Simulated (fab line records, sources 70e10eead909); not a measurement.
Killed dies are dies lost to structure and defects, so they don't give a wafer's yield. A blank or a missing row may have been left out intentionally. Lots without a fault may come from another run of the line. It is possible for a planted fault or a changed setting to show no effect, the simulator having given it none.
Chamber matching :: flow nand harc :: NHARC_A_CHANNEL_HOLE_D2_ETCH_34 on rie diel-12 has 4 sister chambers
The step etches the open film in CF4/CHF3, target depth 154 nm, time 77 s. 4 wafers are shown with their chamber, then 6 later ones without.

EACH WAFER AND ITS CHAMBER
wafer: L704.4
chamber: 2
drypump motor current A (A): 5.1

wafer: L713.6
chamber: 1
drypump motor current A (A): 6.3

wafer: L719.5
chamber: 0
drypump motor current A (A): 5.5

wafer: L719.6
chamber: 3
drypump motor current A (A): 5.9

WAFERS WITH NO CHAMBER GIVEN
wafer: L720.2
drypump motor current A (A): 5.9

wafer: L720.4
drypump motor current A (A): 5.5

wafer: L720.6
drypump motor current A (A): 6.2

wafer: L722.1
drypump motor current A (A): 6.3

wafer: L722.2
drypump motor current A (A): 5.9

wafer: L722.6
drypump motor current A (A): 5.1

WHICH CHAMBER EACH WENT THROUGH
wafer: L720.2
from the rows above: 3
in truth: 3

wafer: L720.4
from the rows above: 0
in truth: 0

wafer: L720.6
from the rows above: 1
in truth: 1

wafer: L722.1
from the rows above: 1
in truth: 1

wafer: L722.2
from the rows above: 3
in truth: 3

wafer: L722.6
from the rows above: 2
in truth: 2
Correct placement for 6 of the 6. From these rows, 0 cannot be placed. 0 placed wrongly.
How it was worked out, from the rows above alone: a wafer's distance from a chamber is the root of the sum, over the readings, of the square of ((its reading less the chamber's mean) divided by the reading's scatter). The wafer belongs to the nearest chamber; if the next one is less than 2 further off, it can't be placed. The mean given for a chamber averages the wafers shown for that chamber. The scatter (one wafer shown for each chamber): square how far every hidden wafer sits from the nearest shown wafer, average those squares and take the square root.
